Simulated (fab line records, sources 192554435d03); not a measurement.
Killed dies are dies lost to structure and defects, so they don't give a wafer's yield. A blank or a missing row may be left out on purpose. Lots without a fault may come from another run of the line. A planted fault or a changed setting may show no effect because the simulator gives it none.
Chamber matching | flow n5_finfet | N5_BEOL_M2_STRIP_19 on rie_diel-01: 4 sister chambers
The step strips in O2. 14 wafers are shown with their chamber, then 7 later ones without.

WAFERS WITH THEIR CHAMBER
wafer  | chamber | showerhead_plenum_p_Torr (Torr) | throttle_valve_pct (%) | drypump_motor_current_A (A)
L074.2 | 0       | 2.04                            | 16.88                  | 6.2
L074.3 | 1       | 2.04                            | 16.44                  | 5.8
L074.5 | 1       | 2.04                            | 16.44                  | 5.7
L078.1 | 2       | 2.12                            | 16.53                  | 5.6
L078.2 | 0       | 2.04                            | 16.89                  | 6.2
L078.4 | 3       | 2.03                            | 16.84                  | 5.5
L080.1 | 1       | 2.03                            | 16.48                  | 5.8
L080.2 | 2       | 2.12                            | 16.54                  | 5.6
L080.6 | 0       | 2.04                            | 16.87                  | 6.2
L081.1 | 1       | 2.03                            | 16.47                  | 5.8
L081.4 | 2       | 2.12                            | 16.55                  | 5.6
L081.6 | 2       | 2.12                            | 16.54                  | 5.6
L079.1 | 2       | 2.12                            | 16.55                  | 5.6
L079.3 | 3       | 2.03                            | 16.86                  | 5.4

SIGNATURES (means of the wafers above)
reading                  | chamber 0 | chamber 1 | chamber 2 | chamber 3 | scatter within a chamber
showerhead_plenum_p_Torr | 2.0400    | 2.0350    | 2.1200    | 2.0300    | 0.00316
throttle_valve_pct       | 16.8800   | 16.4575   | 16.5420   | 16.8500   | 0.014
drypump_motor_current_A  | 6.200     | 5.775     | 5.600     | 5.450     | 0.0354
Rule: a wafer's distance from a chamber is the root of the sum, over the readings, of the square of ((its reading less the chamber's mean) divided by the reading's scatter). The wafer belongs to the nearest chamber; if the next one is less than 2 further off, it can't be placed. The scatter: the root of (the sum of the squares of (reading less its chamber's mean) over the shown wafers, divided by (wafers less chambers)).

WAFERS WITHOUT THEIR CHAMBER
wafer  | showerhead_plenum_p_Torr (Torr) | throttle_valve_pct (%) | drypump_motor_current_A (A)
L079.6 | 2.12                            | 16.54                  | 5.7
L090.1 | 2.02                            | 16.90                  | 5.4
L090.2 | 2.03                            | 16.93                  | 6.2
L090.4 | 2.12                            | 16.57                  | 5.6
L097.2 | 2.02                            | 16.93                  | 6.2
L097.3 | 2.02                            | 16.52                  | 5.7
L097.5 | 2.02                            | 16.93                  | 6.2

WHICH CHAMBER EACH WENT THROUGH
wafer  | from the rows above | in truth
L079.6 | 2                   | 2
L090.1 | 3                   | 3
L090.2 | 0                   | 0
L090.4 | 2                   | 2
L097.2 | 0                   | 0
L097.3 | 1                   | 1
L097.5 | 0                   | 0
Placed correctly: 7 of 7. Can't be placed from these rows: 0. Placed wrongly: 0.
